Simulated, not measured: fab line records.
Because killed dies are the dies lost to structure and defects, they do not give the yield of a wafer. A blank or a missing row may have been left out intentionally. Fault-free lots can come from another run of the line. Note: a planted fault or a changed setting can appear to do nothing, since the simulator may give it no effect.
3 desks, one fault    flow n5_finfet    numbers are kept per desk, each desk with only its own; the story behind them comes last

== FROM THE METROLOGY DESK ==
What the gauges read for every lot (on any tool): the sampled wafers with a number, averaged. The brackets show how far a lot's mean lies from the usual mean; more than 4 standard deviations puts the lot out of limits, marked OUT. 7 of its 11 readings are shown: the first one out of limits and those lying furthest out on some lot.
Columns: A = cd_nm at N5_SDB_CD_MEAS_11, usual 49.8 nm; B = DIBL_P at N5_BEOL_M4_RC_MEAS_101, usual 36.3 mV/V; C = IOFF_P at N5_BEOL_M4_RC_MEAS_101, usual 0.23 nA/um; D = ION_N at N5_BEOL_M4_RC_MEAS_101, usual 674 uA/um; E = ION_P at N5_BEOL_M4_RC_MEAS_101, usual 464 uA/um; F = SS_P at N5_BEOL_M4_RC_MEAS_101, usual 73.3 mV/dec; G = VT_P at N5_BEOL_M4_RC_MEAS_101, usual -249 mV
lot   first seen here  A                B     C     D    E    F     G
L627  day 3 15:44      51.9             40.0  0.29  698  481  74.6  -245
L628  day 4 01:49      51.5             35.0  0.20  656  453  72.8  -253
L630  day 4 21:14      50.5             38.1  0.29  656  452  74.8  -246
L631  day 5 00:11      49.6             39.2  0.35  698  489  73.8  -238
L632  day 5 05:59      51.3             33.1  0.20  658  462  72.9  -248
L634  day 5 16:01      49.4             36.7  0.21  678  462  73.7  -251
L636  day 6 02:56      50.4             36.3  0.26  669  462  73.4  -245
L638  day 6 14:38      50.0             36.8  0.21  676  465  72.6  -253
L648  day 9 01:20      43.1 (-4.5) OUT  35.0  0.21  682  467  72.7  -250
L649  day 9 09:31      41.6 (-5.5) OUT  34.4  0.20  681  470  73.2  -250
This desk's finding: out of limits on L648, L649; first on L648, day 9 01:20 (cd_nm at N5_SDB_CD_MEAS_11). In limits: L627, L628, L630, L631, L632, L634, L636, L638.

== FOR THE TOOL OWNER'S DESK: arfi_scanner-02 ==
The tool's own readings at N5_SDB_EXPOSE_08 (exposes mask SDB): means of the sampled wafers that have a number, for each lot that ran on this tool. The brackets show how far a lot's mean lies from the usual mean; more than 4 standard deviations puts the lot out of limits, marked OUT.
Columns: A = exposure_dose_mJ_cm2 at N5_SDB_EXPOSE_08, usual 49.58; B = focus_offset_nm at N5_SDB_EXPOSE_08, usual 0.0 nm
lot   first seen here  A                B
L631  day 5 00:05      49.62            0.1
L632  day 5 05:52      49.61            -0.5
L648  day 9 01:13      46.31 (-57) OUT  0.2
L649  day 9 09:24      46.93 (-46) OUT  0.3
This desk's finding: out of limits on L648, L649; first on L648, day 9 01:13 (exposure_dose_mJ_cm2 at N5_SDB_EXPOSE_08). In limits: L631, L632.

== THE DEFECT DESK ==
Inspection counts along the route, by lot: the mean over sampled wafers that carry a number. The brackets show how far a lot's mean lies from the usual mean; more than 4 standard deviations puts the lot out of limits, marked OUT.
Columns: A = raw_defect_count at N5_ILD0_INSPECT_06, usual 40
lot   first seen here  A
L627  day 3 15:13      47
L628  day 4 01:28      26
L630  day 4 20:44      30
L631  day 4 23:42      34
L632  day 5 05:37      24
L634  day 5 15:35      63
L636  day 6 02:25      47
L638  day 6 14:08      30
L648  day 9 00:58      34
L649  day 9 09:10      61
This desk found nothing out of limits on any of the 10 lots.

== TAKEN TOGETHER ==
At day 9 01:13, on L648, L649, the tool owner's desk was in a position to raise an alarm.
On L648, L649, the metrology desk was in a position to raise an alarm at day 9 01:20.
Nothing out of limits was seen by the defect desk.
The defect desk has L648, L649 on record, within its limits.
Every lot named ran N5_SDB_EXPOSE_08 on arfi_scanner-02.

== WHAT THE SIMULATOR HAD PUT IN ==
Drift in process parameters on arfi_scanner-02 at N5_SDB_EXPOSE_08, starting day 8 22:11. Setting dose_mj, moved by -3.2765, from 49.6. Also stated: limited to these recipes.
Shown lots that were struck: L648, L649.
Fault start to first reading out of limits, in hours, per desk: tool owner, 3; metrology, 3.
